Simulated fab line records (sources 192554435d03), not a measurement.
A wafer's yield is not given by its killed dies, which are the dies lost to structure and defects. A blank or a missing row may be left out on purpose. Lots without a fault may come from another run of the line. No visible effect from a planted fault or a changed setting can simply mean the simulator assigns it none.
Chamber matching / flow n5 finfet / rie diel-03 running N5_BEOL_M2_ETCH_64: 4 sister chambers
The step etches SOC in N2/H2, target depth 75 nm, overetch 22.5 nm, time 121.9 s. 20 wafers are shown with their chamber, then 10 later ones without.

## WAFERS WITH THEIR CHAMBER
wafer=L075.2; chamber=0; drypump motor current A (A)=5.3; showerhead plenum p Torr (Torr)=2.67; rf vpp V (V)=527.6
wafer=L075.4; chamber=3; drypump motor current A (A)=5.9; showerhead plenum p Torr (Torr)=2.61; rf vpp V (V)=526.6
wafer=L075.5; chamber=2; drypump motor current A (A)=5.2; showerhead plenum p Torr (Torr)=2.53; rf vpp V (V)=521.8
wafer=L076.1; chamber=1; drypump motor current A (A)=5.4; showerhead plenum p Torr (Torr)=2.56; rf vpp V (V)=525.3
wafer=L076.3; chamber=2; drypump motor current A (A)=5.2; showerhead plenum p Torr (Torr)=2.53; rf vpp V (V)=523.0
wafer=L076.4; chamber=3; drypump motor current A (A)=5.9; showerhead plenum p Torr (Torr)=2.61; rf vpp V (V)=526.7
wafer=L081.1; chamber=2; drypump motor current A (A)=5.2; showerhead plenum p Torr (Torr)=2.52; rf vpp V (V)=524.4
wafer=L081.2; chamber=0; drypump motor current A (A)=5.3; showerhead plenum p Torr (Torr)=2.66; rf vpp V (V)=527.2
wafer=L081.3; chamber=3; drypump motor current A (A)=5.9; showerhead plenum p Torr (Torr)=2.61; rf vpp V (V)=525.9
wafer=L083.1; chamber=0; drypump motor current A (A)=5.3; showerhead plenum p Torr (Torr)=2.66; rf vpp V (V)=526.9
wafer=L083.2; chamber=2; drypump motor current A (A)=5.2; showerhead plenum p Torr (Torr)=2.52; rf vpp V (V)=524.5
wafer=L083.4; chamber=2; drypump motor current A (A)=5.2; showerhead plenum p Torr (Torr)=2.52; rf vpp V (V)=524.8
wafer=L086.2; chamber=0; drypump motor current A (A)=5.4; showerhead plenum p Torr (Torr)=2.65; rf vpp V (V)=526.8
wafer=L086.3; chamber=1; drypump motor current A (A)=5.4; showerhead plenum p Torr (Torr)=2.55; rf vpp V (V)=522.7
wafer=L086.4; chamber=2; drypump motor current A (A)=5.2; showerhead plenum p Torr (Torr)=2.52; rf vpp V (V)=523.6
wafer=L089.1; chamber=1; drypump motor current A (A)=5.4; showerhead plenum p Torr (Torr)=2.55; rf vpp V (V)=523.5
wafer=L089.5; chamber=2; drypump motor current A (A)=5.2; showerhead plenum p Torr (Torr)=2.51; rf vpp V (V)=523.4
wafer=L089.6; chamber=3; drypump motor current A (A)=5.9; showerhead plenum p Torr (Torr)=2.61; rf vpp V (V)=525.0
wafer=L091.2; chamber=1; drypump motor current A (A)=5.4; showerhead plenum p Torr (Torr)=2.55; rf vpp V (V)=523.4
wafer=L091.3; chamber=3; drypump motor current A (A)=5.9; showerhead plenum p Torr (Torr)=2.61; rf vpp V (V)=526.3

SIGNATURES, as means of the wafers listed above
reading=drypump motor current A; chamber 0=5.325; chamber 1=5.400; chamber 2=5.200; chamber 3=5.900; scatter within a chamber=0.0217
reading=showerhead plenum p Torr; chamber 0=2.6600; chamber 1=2.5525; chamber 2=2.5214; chamber 3=2.6100; scatter within a chamber=0.00592
reading=rf vpp V; chamber 0=527.125; chamber 1=523.725; chamber 2=523.643; chamber 3=526.100; scatter within a chamber=0.884
Rule: a wafer lies at a distance from a chamber equal to the root of the sum of squares, over the readings, of (its reading less the chamber's mean, divided by the reading's scatter). If the next closest chamber is less than 2 further off than the closest, the wafer can't be placed; otherwise it belongs to the closest. How the scatter is found: for the shown wafers, subtract from each reading the mean of its chamber, square and add these, divide the total by (wafers less chambers), then take the root.

## WAFERS WHOSE CHAMBER IS MISSING
wafer=L091.4; drypump motor current A (A)=5.2; showerhead plenum p Torr (Torr)=2.51; rf vpp V (V)=524.4
wafer=L093.2; drypump motor current A (A)=5.2; showerhead plenum p Torr (Torr)=2.51; rf vpp V (V)=522.8
wafer=L093.4; drypump motor current A (A)=5.3; showerhead plenum p Torr (Torr)=2.65; rf vpp V (V)=527.6
wafer=L093.6; drypump motor current A (A)=5.4; showerhead plenum p Torr (Torr)=2.65; rf vpp V (V)=527.4
wafer=L094.2; drypump motor current A (A)=5.9; showerhead plenum p Torr (Torr)=2.60; rf vpp V (V)=525.9
wafer=L094.5; drypump motor current A (A)=5.2; showerhead plenum p Torr (Torr)=2.51; rf vpp V (V)=523.4
wafer=L094.6; drypump motor current A (A)=5.9; showerhead plenum p Torr (Torr)=2.60; rf vpp V (V)=524.1
wafer=L097.1; drypump motor current A (A)=5.9; showerhead plenum p Torr (Torr)=2.60; rf vpp V (V)=525.1
wafer=L097.4; drypump motor current A (A)=5.4; showerhead plenum p Torr (Torr)=2.65; rf vpp V (V)=526.5
wafer=L097.5; drypump motor current A (A)=5.9; showerhead plenum p Torr (Torr)=2.60; rf vpp V (V)=525.5

## WHICH CHAMBER EACH WENT THROUGH
wafer=L091.4; from the rows above=2; in truth=2
wafer=L093.2; from the rows above=2; in truth=2
wafer=L093.4; from the rows above=0; in truth=0
wafer=L093.6; from the rows above=0; in truth=0
wafer=L094.2; from the rows above=3; in truth=3
wafer=L094.5; from the rows above=2; in truth=2
wafer=L094.6; from the rows above=3; in truth=3
wafer=L097.1; from the rows above=3; in truth=3
wafer=L097.4; from the rows above=0; in truth=0
wafer=L097.5; from the rows above=3; in truth=3
Correctly placed: 10 of 10. Left unplaced by these rows: 0. 0 placed wrongly.
